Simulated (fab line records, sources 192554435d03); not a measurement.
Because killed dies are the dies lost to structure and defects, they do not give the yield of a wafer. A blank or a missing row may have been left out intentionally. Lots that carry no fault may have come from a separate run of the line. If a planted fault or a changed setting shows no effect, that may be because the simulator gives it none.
Split-lot trial | flow n5-finfet | 7 lots, 21 wafers read, on a route of 1938 steps

## SPLIT DETAILS
At N5_BEOL_M11_PECVD_70 (deposits SiO2 from TEOS/O2, target thk 20 nm, time 22.7 s), the setting temp-c was moved away from the recipe's 400 C on 9 of the 21 wafers read, by -4.0% to +3.1%. The other wafers ran this setting at the recipe's value.

The split's own step is where the reading is taken.

## THE READING
SiO2_of_BEOL_M11_PECVD_70.thk-nm (the simulator's own value, which no gauge read), in nm, at N5_BEOL_M11_PECVD_70 (deposits SiO2 from TEOS/O2, target thk 20 nm, time 22.7 s). The file gives no usual value for it. Here, 12 wafers ran the recipe; their average is 20.0 nm with a standard deviation of 0.23 nm.

wafer  | tool, chamber at the split | temp-c as run, C | against the recipe | SiO2_of_BEOL_M11_PECVD_70.thk-nm, nm | against lot-mates on the recipe
L075.2 | pecvd-01, 0                | 400              | recipe             | 20.2                                 | -
L075.3 | pecvd-01, 2                | 410.8            | +2.7%              | 18                                   | -2.2
L075.5 | pecvd-01, 1                | 410.8            | +2.7%              | 18.4                                 | -1.8
L080.1 | pecvd-03, 1                | 400              | recipe             | 19.6                                 | -
L080.3 | pecvd-03, 2,1              | 400              | recipe             | 19.8                                 | -
L080.5 | pecvd-03, 2,1              | 400              | recipe             | 19.8                                 | -
L084.1 | pecvd-01, 2                | 411.4            | +2.8%              | 18.2                                 | -1.8
L084.4 | pecvd-01, 1                | 411.4            | +2.8%              | 17.8                                 | -2.2
L084.5 | pecvd-01, 2                | 400              | recipe             | 20                                   | -
L091.1 | pecvd-04, 0                | 412.3            | +3.1%              | 18.2                                 | -1.8
L091.3 | pecvd-04, 1                | 400              | recipe             | 19.8                                 | -
L091.5 | pecvd-04, 2                | 400              | recipe             | 20.2                                 | -
L095.2 | pecvd-04, 2                | 408.3            | +2.1%              | 19                                   | -1.0
L095.3 | pecvd-04, 1                | 400              | recipe             | 20                                   | -
L095.4 | pecvd-04, 1                | 408.3            | +2.1%              | 19.6                                 | -0.4
L096.1 | pecvd-04, 2                | 408.2            | +2.0%              | 19                                   | -1.3
L096.4 | pecvd-04, 2                | 400              | recipe             | 20.2                                 | -
L096.5 | pecvd-04, 0                | 400              | recipe             | 20.4                                 | -
L097.1 | pecvd-03, 1                | 400              | recipe             | 19.8                                 | -
L097.6 | pecvd-03, 1                | 400              | recipe             | 19.8                                 | -
L097.2 | pecvd-03, 0                | 384.1            | -4.0%              | 21.8                                 | +2.0
When a row names more than one chamber, that row covers several wafers, and the file does not tell which wafer ran in which chamber.

THE FIT
A straight line over all 21 wafers: SiO2_of_BEOL_M11_PECVD_70.thk-nm changes by -0.546 nm for each +1% of temp-c; r = -0.94; the points scatter about the line by 0.33 nm.
The same after taking each lot's own level away (the mean of its wafers on the recipe; 21 wafers): -0.589 nm for each +1%; r = -0.96; scatter 0.29 nm.
The reading moves by 2.3 nm for the largest change in temp-c, on that fit.
From 19.73 to 20.30 nm: that is the span of the lots' own levels, equal to 2.5 times the standard deviation above.
Hence the lot-to-lot level has little effect on the slope; both slopes agree.
Check: +2.55 nm against its lot-mates is what the line predicts for one of the wafers moved furthest among these (-4.0%) when that wafer is left out of the fit. Against them it came out at +2 nm.

## ADDITIONAL SPLITS CARRIED BY THESE WAFERS
Before the reading, these wafers also passed through other splits. Each is held against what the fit with the lots' levels taken away leaves over:
other split on the same wafers   | wafers away from the commonest value | r with SiO2_of_BEOL_M11_PECVD_70.thk-nm (lot level and that fit taken away)
N5_BEOL_M7_TRENCH_ETCH_37 time-s | 11                                   | +0.16
N5_BEOL_M9_COAT_60 spin-rpm      | 5                                    | +0.33
N5_BEOL_M9_EXPOSE_08 dose-mj     | 11                                   | +0.15

## FILE'S OWN FIT
SiO2_of_BEOL_M11_PECVD_70.thk-nm changes by -0.584 nm for each +1% of temp-c, r = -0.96.
